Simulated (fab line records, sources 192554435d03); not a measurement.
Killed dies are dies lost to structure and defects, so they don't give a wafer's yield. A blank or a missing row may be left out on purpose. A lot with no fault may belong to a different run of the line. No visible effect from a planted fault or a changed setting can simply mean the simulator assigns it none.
Split-lot experiment	flow n5Finfet	route with 1938 steps; 7 lots, 39 wafers read

SPLIT DETAILS
At N5_MIM_BOT_LITHO_DEVELOP_07 (develop time 60 s), the setting developTimeS was moved away from the recipe's 60 s on 15 of the 39 wafers read, by -49.4% to +50.4%. This setting was run at the recipe's value on the other wafers.

BETWEEN THE SPLIT AND THE READING: the file shows 1 step in between
- N5_MIM_BOT_LITHO_HARDBAKE_09: time 120 s

THE READING
cdNm at N5_MIM_BOT_LITHO_CD_MEAS_08, given in nm (cd target 3000 nm). Typical for fault-free wafers on this fab line: 2999.3 nm, with standard deviation 2.7 nm.

wafer	tool, chamber at the split	developTimeS as run, s	against the recipe	cdNm, nm	against lot-mates on the recipe
L082.2	lithoTrack-03, 0	60	recipe	2997.9	-
L082.3	lithoTrack-03, 0	60	recipe	2998.9	-
L082.6	lithoTrack-03, 0	60	recipe	3002.9	-
L086.1	lithoTrack-03, 0	50.81	-15.3%	2994.9	-6.2
L086.2	lithoTrack-03, 0	50.81	-15.3%	2995.6	-5.5
L086.3	lithoTrack-03, 0	60	recipe	3003.4	-
L086.4	lithoTrack-03, 0	60	recipe	3000.0	-
L086.5	lithoTrack-03, 0	60	recipe	3000.0	-
L086.6	lithoTrack-03, 0	50.81	-15.3%	2998.6	-2.5
L089.1	lithoTrack-03, 0	60	recipe	2997.0	-
L089.2	lithoTrack-03, 0	60	recipe	2998.4	-
L089.3	lithoTrack-03, 0	90.24	+50.4%	3009.7	+12.1
L089.4	lithoTrack-03, 0	90.24	+50.4%	3003.4	+5.8
L089.5	lithoTrack-03, 0	90.24	+50.4%	3005.5	+7.9
L089.6	lithoTrack-03, 0	60	recipe	2997.4	-
L093.1	lithoTrack-05, 0	60	recipe	3001.3	-
L093.2	lithoTrack-05, 0	88.38	+47.3%	3006.8	+6.7
L093.3	lithoTrack-05, 0	60	recipe	2998.8	-
L093.4	lithoTrack-05, 0	88.38	+47.3%	3001.1	+1.0
L093.5	lithoTrack-05, 0	60	recipe	3000.1	-
L093.6	lithoTrack-05, 0	88.38	+47.3%	3008.7	+8.6
L094.1	lithoTrack-05, 0	60	recipe	2998.0	-
L094.2	lithoTrack-05, 0	30.38	-49.4%	2983.5	-15.9
L094.3	lithoTrack-05, 0	30.38	-49.4%	2987.8	-11.6
L094.4	lithoTrack-05, 0	60	recipe	3001.5	-
L094.5	lithoTrack-05, 0	30.38	-49.4%	2983.1	-16.3
L094.6	lithoTrack-05, 0	60	recipe	2998.8	-
L092.1	lithoTrack-03, 0	60	recipe	3002.0	-
L092.2	lithoTrack-03, 0	60	recipe	2998.5	-
L092.3	lithoTrack-03, 0	60	recipe	2998.2	-
L092.4	lithoTrack-03, 0	60	recipe	3000.0	-
L092.5	lithoTrack-03, 0	60	recipe	2996.2	-
L092.6	lithoTrack-03, 0	60	recipe	2997.5	-
L097.1	lithoTrack-03, 0	35.39	-41.0%	2988.3	-10.5
L097.2	lithoTrack-03, 0	60	recipe	2998.0	-
L097.3	lithoTrack-03, 0	60	recipe	3001.1	-
L097.4	lithoTrack-03, 0	35.39	-41.0%	2985.3	-13.5
L097.5	lithoTrack-03, 0	60	recipe	2997.3	-
L097.6	lithoTrack-03, 0	35.39	-41.0%	2985.6	-13.2

THE FIT
A straight line over all 39 wafers: cdNm changes by +0.211 nm for each +1% of developTimeS; r = +0.90; the points scatter about the line by 2.8 nm.
The same after taking each lot's own level away (the mean of its wafers on the recipe; 39 wafers): +0.218 nm for each +1%; r = +0.91; scatter 2.6 nm.
Per that fit: largest developTimeS move, reading shift of 11 nm.
Across the lots, their own levels run from 2997.60 to 3001.13 nm, a range of 1.3 times the standard deviation given above.
Hence the lot-to-lot level has little effect on the slope; both slopes agree.
Check: +9.41 nm against its lot-mates is what the line predicts for one of the wafers moved furthest among these (+50.4%) when that wafer is left out of the fit. Against them it came out at +12.1 nm.

FURTHER SPLITS ON THESE WAFERS
Other splits were also applied to these wafers ahead of the reading. Each is held against what the fit with the lots' levels taken away leaves over:
other split on the same wafers	wafers away from the commonest value	r with cdNm (lot level and that fit taken away)
N5_BEOL_M12_TRENCH_ETCH_34 timeS	18	+0.08
N5_BEOL_M14_SPUTTER_43 targetThkA	18	-0.05

THE FILE'S OWN FIT
cdNm changes by +0.219 nm for each +1% of developTimeS, r = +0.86.
